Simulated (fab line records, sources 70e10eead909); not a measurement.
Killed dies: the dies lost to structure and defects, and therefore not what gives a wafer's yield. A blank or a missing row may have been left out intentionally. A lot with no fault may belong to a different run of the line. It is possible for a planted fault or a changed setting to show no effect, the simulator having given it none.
Matching of chambers + flow nand harc + NHARC_A_STAIRCASE_DEP_417 on pecvd-02: 3 sister chambers
The step deposits Si3N4, target thk 60 nm. 20 wafers are shown with their chamber, then 10 later ones without.

## WAFERS PAIRED WITH THEIR CHAMBERS
| wafer  | chamber | heater power w (W) | susceptor temp C (C) |
|--------|---------|--------------------|----------------------|
| L074.1 | 0       | 718                | 400.13               |
| L074.3 | 1       | 774                | 400.35               |
| L074.6 | 1       | 777                | 400.01               |
| L079.1 | 2       | 726                | 400.19               |
| L079.4 | 1       | 758                | 399.91               |
| L079.6 | 0       | 763                | 400.17               |
| L082.3 | 2       | 739                | 400.29               |
| L082.4 | 0       | 606                | 399.91               |
| L082.6 | 2       | 764                | 399.67               |
| L083.1 | 1       | 809                | 400.40               |
| L083.5 | 2       | 789                | 400.06               |
| L083.6 | 0       | 640                | 400.19               |
| L084.1 | 1       | 725                | 400.35               |
| L084.5 | 0       | 680                | 399.61               |
| L084.6 | 2       | 763                | 400.41               |
| L086.1 | 2       | 793                | 399.88               |
| L086.2 | 1       | 778                | 400.17               |
| L086.3 | 0       | 688                | 400.15               |
| L088.1 | 1       | 752                | 399.67               |
| L088.4 | 1       | 725                | 399.63               |

SIGNATURES (means of the wafers above)
| reading          | chamber 0 | chamber 1 | chamber 2 | scatter within a chamber |
|------------------|-----------|-----------|-----------|--------------------------|
| heater power w   | 682.50    | 762.25    | 762.33    | 38.1                     |
| susceptor temp C | 400.0267  | 400.0613  | 400.0833  | 0.276                    |
Rule: a wafer lies at a distance from a chamber equal to the root of the sum of squares, over the readings, of (its reading less the chamber's mean, divided by the reading's scatter). The wafer belongs to the nearest chamber; if the next one is less than 2 further off, it can't be placed. The scatter is the square root of a quotient: the sum, over the shown wafers, of each reading's squared deviation from its chamber's mean, divided by wafers minus chambers.

## WAFERS WITHOUT THEIR CHAMBER
| wafer  | heater power w (W) | susceptor temp C (C) |
|--------|--------------------|----------------------|
| L088.6 | 586                | 400.05               |
| L092.1 | 813                | 400.05               |
| L092.4 | 695                | 400.14               |
| L092.5 | 735                | 400.14               |
| L094.1 | 595                | 400.00               |
| L094.2 | 708                | 400.04               |
| L094.3 | 742                | 400.34               |
| L097.1 | 796                | 399.79               |
| L097.5 | 796                | 399.83               |
| L097.6 | 675                | 399.91               |

## WHICH CHAMBER EACH WENT THROUGH
| wafer  | from the rows above          | in truth |
|--------|------------------------------|----------|
| L088.6 | 0                            | 0        |
| L092.1 | can't be placed: 1 or 2      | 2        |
| L092.4 | can't be placed: 0 or 2 or 1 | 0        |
| L092.5 | can't be placed: 2 or 1 or 0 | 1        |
| L094.1 | 0                            | 0        |
| L094.2 | can't be placed: 0 or 1 or 2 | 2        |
| L094.3 | can't be placed: 2 or 1 or 0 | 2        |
| L097.1 | can't be placed: 1 or 2 or 0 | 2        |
| L097.5 | can't be placed: 1 or 2 or 0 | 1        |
| L097.6 | can't be placed: 0 or 1 or 2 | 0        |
Placed correctly: 2 of 10. From these rows, 8 cannot be placed; in 8 the true chamber is one of the candidates. Placed wrongly: 0.
